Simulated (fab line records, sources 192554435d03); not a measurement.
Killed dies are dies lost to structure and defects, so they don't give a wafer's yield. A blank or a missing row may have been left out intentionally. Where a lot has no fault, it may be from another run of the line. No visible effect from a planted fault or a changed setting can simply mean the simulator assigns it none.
Matching of chambers ; flow n5-finfet ; N5_BEOL_M2_DEP_57 on pecvd-02: 3 sister chambers
The step deposits SiCN from 3MS/NH3, target thk 8 nm, time 14 s. 6 wafers are shown with their chamber, then 11 later ones without.

== WAFERS WITH THEIR CHAMBER ==
wafer;chamber;showerhead-plenum-p-Torr (Torr);throttle-valve-pct (%)
L077.6;2;3.651;9.3
L082.5;2;3.652;9.6
L083.3;1;3.677;9.8
L088.3;1;3.671;9.9
L088.4;0;3.662;9.5
L091.1;0;3.654;9.5

== WAFERS WITH NO CHAMBER GIVEN ==
wafer;showerhead-plenum-p-Torr (Torr);throttle-valve-pct (%)
L091.5;3.672;9.7
L091.6;3.655;9.3
L093.1;3.656;8.1
L093.2;3.671;9.5
L093.4;3.660;9.8
L096.2;3.661;9.4
L096.4;3.652;8.1
L096.6;3.672;9.9
L097.3;3.662;8.0
L097.4;3.671;9.7
L097.5;3.665;9.7

== WHICH CHAMBER EACH WENT THROUGH ==
wafer;from the rows above;in truth
L091.5;1;1
L091.6;can't be placed: 2 or 0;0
L093.1;can't be placed: 2 or 0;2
L093.2;can't be placed: 1 or 0 or 2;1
L093.4;can't be placed: 0 or 2 or 1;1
L096.2;can't be placed: 0 or 2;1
L096.4;can't be placed: 2 or 0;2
L096.6;1;1
L097.3;can't be placed: 2 or 0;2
L097.4;1;1
L097.5;can't be placed: 0 or 1 or 2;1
Correct placement for 3 of the 11. From these rows, 8 cannot be placed; in 7 the true chamber is one of the candidates. Number placed wrongly: 0.
How it was worked out, from the rows above alone: a wafer's distance from a chamber is the root of the sum, over the readings, of the square of ((its reading less the chamber's mean) divided by the reading's scatter). If the next closest chamber is less than 2 further off than the closest, the wafer can't be placed; otherwise it belongs to the closest. A chamber's mean is the mean of its shown wafers. The scatter is the square root of a quotient: the sum, over the shown wafers, of each reading's squared deviation from its chamber's mean, divided by wafers minus chambers.
